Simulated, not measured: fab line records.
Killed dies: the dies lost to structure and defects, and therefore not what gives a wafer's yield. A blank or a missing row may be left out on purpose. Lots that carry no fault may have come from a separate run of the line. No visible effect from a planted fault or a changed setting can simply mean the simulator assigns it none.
Comparing a struck lot with a sound one | flow n5_finfet | 16 steps out of a route of 1938
Sound: these wafers, L617.1, L617.2, L617.5. Struck: wafer L624.4 (left out: L624.5, a lot-mate that was not struck); the cause follows at the end.
At each step with rows: each side's tool, then ch and its chambers, then its first start. Under that, the readings that differ: sound wafers | struck wafers | difference of the means | sigmas: that difference in standard deviations of wafers without a fault.
alike: readings whose means differ by less than 2 such deviations, and words and numbers that are the same on both sides. not compared: withheld readings, readings that some wafer has no value for, bounds like >300 that may hide the same value, and numbers for which the record gives no deviation and whose values overlap.
Wherever a step has rows on one side only, a row that says differs or no value, or a row with sigmas, the two part there. Numbers that have no deviation but don't overlap get no sigmas and don't part them. Lack of a reading on every wafer of one side parts them only where that side has two or more wafers.

first, 1 step without rows for these wafers: N5_BEOL_M3_DEVELOP_27 (develop time 30 s).
N5_BEOL_M3_CD_MEAS_28: target cd 25.7 nm, target cd y 23.3 nm.
  sound on cd_sem-02 ch 0, day 7 12:59; struck on cd_sem-02 ch 0, day 8 18:31
  alike: cd_nm
N5_BEOL_M3_OVL_MEAS_29:
  sound on overlay-02 ch 0, day 7 13:01; struck on overlay-01 ch 0, day 8 18:33
  alike: V2_OVL
N5_BEOL_M3_INSPECT_30: inspects for defects (brightfield).
  sound on defect_inspect-02, day 7 13:04; struck on defect_inspect-01, day 8 18:36
  reading          | sound       | struck | difference | sigmas
  raw_defect_count | 324 340 354 | 517    | +178       | +2
N5_BEOL_M3_DESCUM_33: chemistry O2, time 7 s.
  sound on rie_diel-06 ch 2,3, day 7 13:06; struck on rie_diel-05 ch 1, day 8 18:38
  alike: drypump_motor_current_A, oes_product_au, rf_fwd_power_W, rf_vpp_V, showerhead_plenum_p_Torr, throttle_valve_pct
  not compared: rf_hours_counter_h
N5_BEOL_M3_ETCH_77: etches underlayer in N2/H2, target depth 6.5 nm, time 5.2 s.
  sound on rie_diel-06 ch 2,3, day 7 13:08; struck on rie_diel-05 ch 1, day 8 18:40
  reading                | sound             | struck | difference | sigmas
  throttle_valve_pct (%) | 17.69 17.42 17.71 | 18.09  | +0.48      | +2
  alike: drypump_motor_current_A, etch_rf_on_time_s, oes_product_au, rf_fwd_power_W, rf_vpp_V, showerhead_plenum_p_Torr
  not compared: rf_hours_counter_h
N5_BEOL_M3_ETCH_69: etches SiARC in CF4, target depth 15.6 nm, time 26 s.
  sound on rie_diel-06 ch 2,3, day 7 13:09; struck on rie_diel-05 ch 1, day 8 18:41
  alike: drypump_motor_current_A, etch_rf_on_time_s, oes_product_au, rf_fwd_power_W, rf_vpp_V, showerhead_plenum_p_Torr, throttle_valve_pct
  not compared: rf_hours_counter_h
then, 1 step without rows for these wafers: N5_BEOL_M3_ALD_98 (deposits SiO2, target thk 2.5 nm, pulse time 1 s, co reactant pulse time 1 s).
N5_BEOL_M3_ETCHBACK_99: etches SiO2 in CHF3, target depth 5 nm, time 10.4 s.
  sound on rie_diel-05 ch 0,2,3, day 7 16:48; struck on rie_diel-06 ch 1, day 8 20:29
  reading                | sound             | struck | difference | sigmas
  oes_product_au (a.u.)  | 0.84 0.84 0.86    | 0.67   | -0.18      | -2
  rf_vpp_V (V)           | 246 243 246       | 226    | -19        | -3
  throttle_valve_pct (%) | 16.79 16.91 16.90 | 17.20  | +0.33      | +2
  alike: drypump_motor_current_A, rf_fwd_power_W, showerhead_plenum_p_Torr
  not compared: rf_hours_counter_h
N5_BEOL_M3_ETCH_70: etches SOC in N2/H2, target depth 80 nm, overetch 16 nm, time 120 s.
  sound on rie_diel-05 ch 0,2,3, day 7 16:50; struck on rie_diel-06 ch 1, day 8 20:31
  reading               | sound          | struck | difference | sigmas
  oes_product_au (a.u.) | 0.64 0.64 0.67 | 0.52   | -0.13      | -2
  alike: drypump_motor_current_A, rf_fwd_power_W, rf_vpp_V, showerhead_plenum_p_Torr, throttle_valve_pct
  not compared: rf_hours_counter_h
then, 2 steps without rows for these wafers: N5_BEOL_M3_STRIP_71 (strips in N2/H2); N5_BEOL_M3_STRIP_78 (strips in N2/H2).
N5_BEOL_M3_VIA_ETCH_34: etches the open film in C4F6/O2, target depth 69.4 nm, time 65.9 s.
  sound on rie_diel-05 ch 0,2,3, day 7 16:56; struck on rie_diel-06 ch 1, day 8 20:37
  reading                                  | sound             | struck | difference | sigmas
  oes_product_au (a.u.)                    | 0.85 0.84 0.86    | 0.54   | -0.31      | -4
  rf_vpp_V (V)                             | 681 670 679       | 629    | -48        | -2
  model.etch.depth_nm (nm)                 | 70.27 68.35 67.52 | 45.98  | -22.73     |
  model.SOC_of_BEOL_M3_COAT_67.thk_nm (nm) | 51.6 52.2 52.2    | 54.6   | +2.6       |
  alike: drypump_motor_current_A, rf_fwd_power_W, showerhead_plenum_p_Torr, throttle_valve_pct
  not compared: rf_hours_counter_h
then, 1 step without rows for these wafers: N5_BEOL_M3_STRIP_83 (strips in C4F6/O2).
N5_BEOL_M4_RC_MEAS_101:
  sound on prober-02 ch 0, day 8 07:54; struck on prober-01 ch 0, day 9 17:37
  alike: DIBL_N, DIBL_P, IOFF_N, IOFF_P, ION_N, ION_P, SS_N, SS_P, VT_N, VT_P
-- the record jumps here: 4 days lie between the struck wafers' starts before and after (it left off in module BEOL_M4 and takes up again in module PASSIVATION, whose first step shown is number 1936 of the route) --
N5_PASSIVATION_PROBE_49:
  record: rows for the struck wafers here (prober-01, day 13 19:50), none for the sound ones

## WHERE THEY PART
First at N5_BEOL_M3_INSPECT_30; last, within this record, at N5_PASSIVATION_PROBE_49.

WHY: what the simulator had put in
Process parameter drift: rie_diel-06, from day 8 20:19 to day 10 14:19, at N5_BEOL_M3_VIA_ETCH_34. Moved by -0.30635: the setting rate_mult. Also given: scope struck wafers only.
